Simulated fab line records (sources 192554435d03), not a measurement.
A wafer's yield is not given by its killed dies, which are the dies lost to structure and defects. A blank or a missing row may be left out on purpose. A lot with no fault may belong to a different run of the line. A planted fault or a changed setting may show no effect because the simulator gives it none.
8D (eight disciplines) problem report, filled in by code -- flow n5-finfet -- the parts of the form that need people (team, actions taken, sign-off) are left out

== 1. THE ISSUE ==
spin-speed-rpm at N5_BEOL_M0_SAQP_COAT_69 reads a mean of 1298.8 rpm on 6 wafers of 2 lots; wafers without a fault read 1499.9 rpm with a standard deviation of 1.1. So: -99 or more standard deviations from the usual mean.
The step: time 60 s, resist thk 90 nm.
Earliest sighting: wafer L391.1 on litho-track-02 at day 9 15:35. At this step, 30 wafers from 10 lots have a number in the record. Rule for "out" (also "out of limits"): further than 4 standard deviations from the usual mean. Any other wafer with a number is counted as sound.

== 2. WHAT IT IS; WHAT IT IS NOT ==
question,is,is not
which readings at this step,spin-speed-rpm,-
which lots,"L391, L393","L375, L377, L379, L386, L387, L394, L397, L398"
which wafers of those lots,all that have a number,-
read on which tools,litho-track-02,"litho-track-01, litho-track-05"
when,from day 9 15:35,"up to then (15 sound wafers); but 9 sound wafers of L394, L397, L398 came after"

== 3. THE SUSPECTS, EACH WITH WHAT RULES IT OUT ==
Counting: any tool at a process step up to the reading is kept as a suspect provided that every lot that is out went through it and no sound lot did after the first of them.
- vapor-etch-02 at N5_BEOL_M0_SAQP_RECESS_109 (chemistry HF/NH3, target SiO2, target depth 3 nm, afs cycles 1, sublimation time 60 s): kept. Every lot that is out went through it, starting with L391 (day 9 14:39), and after that it ran no sound lot; the last sound lot it ran before then is L387 (day 8 17:40).
- litho-track-02 at N5_BEOL_M0_SAQP_COAT_69 (time 60 s, resist thk 90 nm): kept. Every lot that is out went through it, starting with L391 (day 9 15:35), and after that it ran no sound lot; the last sound lot it ran before then is L387 (day 8 18:50). On those wafers its own readings are out: spin-speed-rpm.
What counting leaves: vapor-etch-02 at N5_BEOL_M0_SAQP_RECESS_109 and litho-track-02 at N5_BEOL_M0_SAQP_COAT_69.

== 4. THE CAUSE (what the simulator had put in) ==
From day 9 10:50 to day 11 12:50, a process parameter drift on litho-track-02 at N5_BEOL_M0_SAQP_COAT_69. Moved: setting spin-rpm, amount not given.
This tool is one of the 2 suspects left after counting.

== 5. SEQUENCE OF EFFECTS, ordered by route ==
One row per reading whose mean, taken over the struck wafers that have a number, lies over 3 standard deviations from the usual. Readings are gone through only where the record gives a usual standard deviation; hours: the median, over the lots, of the time from a lot's start at the first step in this table giving one to that lot's start at this step; sigmas: the change measured in usual standard deviations.
hours,step,reading,usual,on struck wafers,change,sigmas
0,N5_BEOL_M0_SAQP_COAT_69,spin-speed-rpm,1499.9 rpm,1298.8,-201.1,-99 or more
It contains these process steps:
- N5_BEOL_M0_SAQP_COAT_69: time 60 s, resist thk 90 nm.
Later steps that measure or inspect, where all struck wafers having a row at the step show a number for every such reading and not one has moved that far: N5_BEOL_M4_RC_MEAS_101.

== 6. HOW IT WOULD HAVE BEEN CAUGHT EARLIER ==
First out-of-limits reading in this record: day 9 15:35, which is 5 hours after fault onset at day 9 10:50.
